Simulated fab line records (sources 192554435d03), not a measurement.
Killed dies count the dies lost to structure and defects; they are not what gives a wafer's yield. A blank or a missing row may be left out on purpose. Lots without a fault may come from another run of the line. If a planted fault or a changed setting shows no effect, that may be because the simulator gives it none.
Split-lot experiment | flow n5 finfet | on a route of 1938 steps: 7 lots, 21 wafers read

THE SPLIT
At N5_BEOL_M14_PEB_26 (peb time 90 s), the setting peb temp c was moved away from the recipe's 130 C on 7 of the 21 wafers read, by -1.8% to +2.1%. The other wafers ran this setting at the recipe's value.

FROM THE SPLIT TO THE READING: what the file shows between them, 2 steps
- N5_BEOL_M14_DEVELOP_27: develop time 45 s
- N5_BEOL_M14_HARDBAKE_32: time 120 s

THE READING
cd nm, in nm, at N5_BEOL_M14_CD_MEAS_28 (target cd 284.4 nm). On this fab line, fault-free wafers typically give 283.5 nm with a standard deviation of 1.7 nm.

wafer  | tool, chamber at the split | peb temp c as run, C | against the recipe | cd nm, nm | against lot-mates on the recipe
L080.2 | litho track-05, 0          | 127.7                | -1.8%              | 273.2     | -11.0
L080.3 | litho track-05, 0          | 130                  | recipe             | 284.2     | -
L080.6 | litho track-05, 0          | 127.7                | -1.8%              | 272.6     | -11.6
L086.2 | litho track-05, 0          | 131.8                | +1.4%              | 292.8     | +10.2
L086.3 | litho track-05, 0          | 130                  | recipe             | 283.8     | -
L086.5 | litho track-05, 0          | 130                  | recipe             | 281.4     | -
L084.1 | litho track-04, 0          | 129                  | -0.8%              | 276.2     | -6.9
L084.4 | litho track-04, 0          | 129                  | -0.8%              | 277.8     | -5.3
L084.5 | litho track-04, 0          | 130                  | recipe             | 283.1     | -
L087.4 | litho track-04, 0          | 130                  | recipe             | 284.0     | -
L087.5 | litho track-04, 0          | 130                  | recipe             | 281.7     | -
L087.6 | litho track-04, 0          | 130                  | recipe             | 280.1     | -
L088.1 | litho track-05, 0          | 130                  | recipe             | 282.8     | -
L088.4 | litho track-05, 0          | 130                  | recipe             | 284.6     | -
L088.5 | litho track-05, 0          | 132.4                | +1.8%              | 294.3     | +10.6
L091.1 | litho track-03, 0          | 130                  | recipe             | 283.0     | -
L091.3 | litho track-03, 0          | 130                  | recipe             | 283.2     | -
L091.6 | litho track-03, 0          | 130                  | recipe             | 284.1     | -
L096.1 | litho track-03, 0          | 132.7                | +2.1%              | 296.7     | +10.9
L096.5 | litho track-03, 0          | 130                  | recipe             | 284.8     | -
L096.6 | litho track-03, 0          | 130                  | recipe             | 286.8     | -

FIT RESULTS
A straight line over all 21 wafers: cd nm changes by +6.31 nm for each +1% of peb temp c; r = +0.97; the points scatter about the line by 1.5 nm.
The same after taking each lot's own level away (the mean of its wafers on the recipe; 21 wafers): +6.19 nm for each +1%; r = +0.98; scatter 1.2 nm.
According to that fit, moving peb temp c by its largest amount changes the reading by 13 nm.
The lots' own levels span 281.93 to 285.80 nm, that is 2.3 times the standard deviation above.
Consequently the slope shifts little with the lot-to-lot level, the two slopes agreeing.
Check: +13.4 nm against its lot-mates is what the line predicts for one of the wafers moved furthest among these (+2.1%) when that wafer is left out of the fit. It came out at +10.9 nm against them.

THE WHOLE CHAIN: every reading that the file lists as answering this split, in the file's order
step                   | what it does                                           | reading                                                         | change (the file's fit)              | r (the file's)
N5_BEOL_M14_CD_MEAS_28 | target cd 284.4 nm                                     | cd nm                                                           | +6.07 nm for each +1% of the setting | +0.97
N5_BEOL_M14_DESCUM_33  | chemistry O2, time 7.9 s                               | BEOL_M14.cd nm (the simulator's own value, which no gauge read) | +6.17 nm for each +1% of the setting | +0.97
N5_BEOL_M14_ETCH_67    | etches SiARC in CF4, target depth 143 nm, time 238.3 s | BEOL_M14.cd nm (the simulator's own value, which no gauge read) | +6.14 nm for each +1% of the setting | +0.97
N5_BEOL_M14_ETCH_68    | etches SOC in N2/H2, time 450 s                        | BEOL_M14.cd nm (the simulator's own value, which no gauge read) | +6.52 nm for each +1% of the setting | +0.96

FILE'S OWN FIT
cd nm changes by +6.07 nm for each +1% of peb temp c, r = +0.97.
